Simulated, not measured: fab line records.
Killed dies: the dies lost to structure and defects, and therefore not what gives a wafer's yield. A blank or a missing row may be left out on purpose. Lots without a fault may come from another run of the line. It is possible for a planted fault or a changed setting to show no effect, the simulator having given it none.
A lot that was struck, set against a sound lot | flow n5Finfet | 15 steps out of a route of 1938
Sound: these wafers, L490.2, L490.4, L490.6. The struck wafers were L507.1, L507.3, L507.4. The cause is given at the end.
Per side, at each step with rows, come the tool, then ch with its chambers, and then its first start. Under that, the readings that differ: sound wafers | struck wafers | difference of the means | sigmas: that difference in standard deviations of wafers without a fault.
alike: readings whose means differ by less than 2 such deviations, and words and numbers that are the same on both sides. not compared: withheld readings, readings that some wafer has no value for, bounds like >300 that may hide the same value, and numbers for which the record gives no deviation and whose values overlap.
Wherever a step has rows on one side only, a row that says differs or no value, or a row with sigmas, the two part there. When numbers do not overlap yet have no deviation, they are printed without sigmas and do not part them. A reading that every wafer of one side lacks parts them only if that side has two wafers or more.

N5_BEOL_M3_ALD_84: deposits TaN, pulse time 2 s, purge time 3 s, co reactant purge time 2 s.
  sound on aldMetal-03 ch 0,2, day 8 05:52; struck on aldMetal-03 ch 0,1,3, day 11 14:03
  alike: heaterPowerW
N5_BEOL_M3_SURFACE_TREAT_85:
  sound: pvdSputter-01 at day 8 06:08; struck: pvdSputter-01 at day 11 14:19
  not compared: pressureMtorr, throttleValvePct
then, 6 steps without rows for these wafers: N5_BEOL_M3_CVD_47 (deposits Co from CCTBA/H2, target thk 3 nm, time 223.8 s); N5_BEOL_M3_SPUTTER_48 (material Cu, target thk 4.5 nm, time 8.29 s); N5_BEOL_M3_ANNEAL_49 (time 240 s); N5_BEOL_M3_SPUTTER_79 (material Cu, target thk 4.5 nm, time 8.29 s); N5_BEOL_M3_ANNEAL_80 (time 240 s); N5_BEOL_M3_SPUTTER_81 (material Cu, target thk 4.5 nm, time 8.29 s).
N5_BEOL_M3_ANNEAL_82: time 240 s.
  sound: pvdSputter-02 at day 8 06:55; struck: pvdSputter-03 at day 11 15:05
  alike: heaterPowerW, susceptorTempC
then, 1 step without rows for these wafers: N5_BEOL_M3_SPUTTER_86 (material Cu, target thk 4.5 nm, time 8.29 s).
N5_BEOL_M3_ANNEAL_87: time 240 s.
  sound: pvdSputter-02 at day 8 07:08; struck: pvdSputter-03 at day 11 15:18
  alike: heaterPowerW, susceptorTempC
then, 1 step without rows for these wafers: N5_BEOL_M3_SPUTTER_88 (material Cu, target thk 4.5 nm, time 8.29 s).
N5_BEOL_M3_ANNEAL_89: time 240 s.
  sound: pvdSputter-02 at day 8 07:21; struck: pvdSputter-03 at day 11 15:31
  no value came back on the struck wafers for heaterPowerW (W), susceptorTempC (C); on the sound wafers heaterPowerW (W) reads 907 764 884
N5_BEOL_M3_SPUTTER_90: material Cu, target thk 4.5 nm, time 8.29 s.
  sound: pvdSputter-02 at day 8 07:29; struck: pvdSputter-03 at day 11 15:40
  alike: chuckGasFlowSccm, throttleValvePct
N5_BEOL_M4_RC_MEAS_101:
  sound on prober-01 ch 0, day 8 17:44; struck on prober-01 ch 0, day 12 03:14
  alike: DIBL_N, DIBL_P, IOFF_N, IOFF_P, ION_N, ION_P, SS_N, SS_P, VT_N, VT_P

WHERE THEY PART
At N5_BEOL_M3_ANNEAL_89 and nowhere else, as far as this record goes. Later steps at which nothing parts them and some readings are alike: N5_BEOL_M3_SPUTTER_90, N5_BEOL_M4_RC_MEAS_101.

WHY: what the simulator had put in
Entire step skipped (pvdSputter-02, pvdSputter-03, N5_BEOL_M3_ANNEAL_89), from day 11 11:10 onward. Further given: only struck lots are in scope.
